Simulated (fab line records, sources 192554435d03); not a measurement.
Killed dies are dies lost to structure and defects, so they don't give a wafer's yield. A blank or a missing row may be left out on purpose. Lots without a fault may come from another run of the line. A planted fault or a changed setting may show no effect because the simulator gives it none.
Which tool did it? | flow n5_finfet | 12 lots, 36 wafers sampled, at 2 steps of a route of 1938

WHAT THE GAUGES READ, wafer by wafer
N5_BEOL_M4_CD_MEAS_11: target cd 16.79 nm.
lot  | measured     | on        | cd_nm (nm)
L077 | day 7 19:14  | cd_sem-02 | 17.12 16.72 16.94
L076 | day 8 00:01  | cd_sem-01 | 16.81 16.79 16.75
L080 | day 9 01:12  | cd_sem-02 | 16.74 17.06 16.95
L081 | day 9 03:47  | cd_sem-02 | 16.84 17.05 16.72
L083 | day 9 11:29  | cd_sem-02 | 16.57 17.07 16.85
L085 | day 10 09:13 | cd_sem-02 | 16.81 16.92 17.21
L087 | day 10 21:48 | cd_sem-02 | 16.69 16.76 16.91
L090 | day 11 08:21 | cd_sem-03 | 16.63 16.82 16.66
L091 | day 11 19:01 | cd_sem-03 | 16.92 16.94 16.75
L093 | day 12 08:07 | cd_sem-02 | 16.95 16.90 16.87
L095 | day 12 19:04 | cd_sem-01 | 16.88 16.54 16.93
L097 | day 13 08:55 | cd_sem-02 | 16.94 16.64 16.83

WHICH TOOL RAN EACH LOT (tool, then ch and the chambers of the sampled wafers, then the start)
lot  | N5_BEOL_M4_PECVD_72
L077 | pecvd-02 ch 0,2, day 7 18:20
L076 | pecvd-01 ch 0,1, day 7 22:40
L080 | pecvd-03 ch 0,1,2, day 9 00:06
L081 | pecvd-02 ch 0,2, day 9 01:50
L083 | pecvd-01 ch 1,2, day 9 10:47
L085 | pecvd-03 ch 0,1,2, day 10 06:38
L087 | pecvd-03 ch 0,1, day 10 21:21
L090 | pecvd-01 ch 0,1,2, day 11 06:49
L091 | pecvd-02 ch 0,1,2, day 11 15:38
L093 | pecvd-01 ch 1,2, day 12 05:25
L095 | pecvd-03 ch 0,1,2, day 12 17:57
L097 | pecvd-01 ch 0,1,2, day 13 06:17
- N5_BEOL_M4_PECVD_72: deposits SiO2 from TEOS/O2, target thk 16 nm, time 18 s.

THE ANSWER, worked out from the rows above alone
Rule: what is usual is taken from the lots themselves. Put in order of their means at a reading, lots are off if they are a third of the lots or fewer, leave a main group of 4 or more, and stand apart from it by a gap of 3 or more times the standard deviation of the main group's means; of several such gaps the widest counts. A main group whose means are all the same, to the digits that the tables above print for the reading, isn't used. A lot without any number at a reading at which 4 lots or more have one is off too. The other lots that the step has rows for count as sound.
No lot is off at any reading shown: from this, nothing can be told.

WHAT THE SIMULATOR HAD PUT IN
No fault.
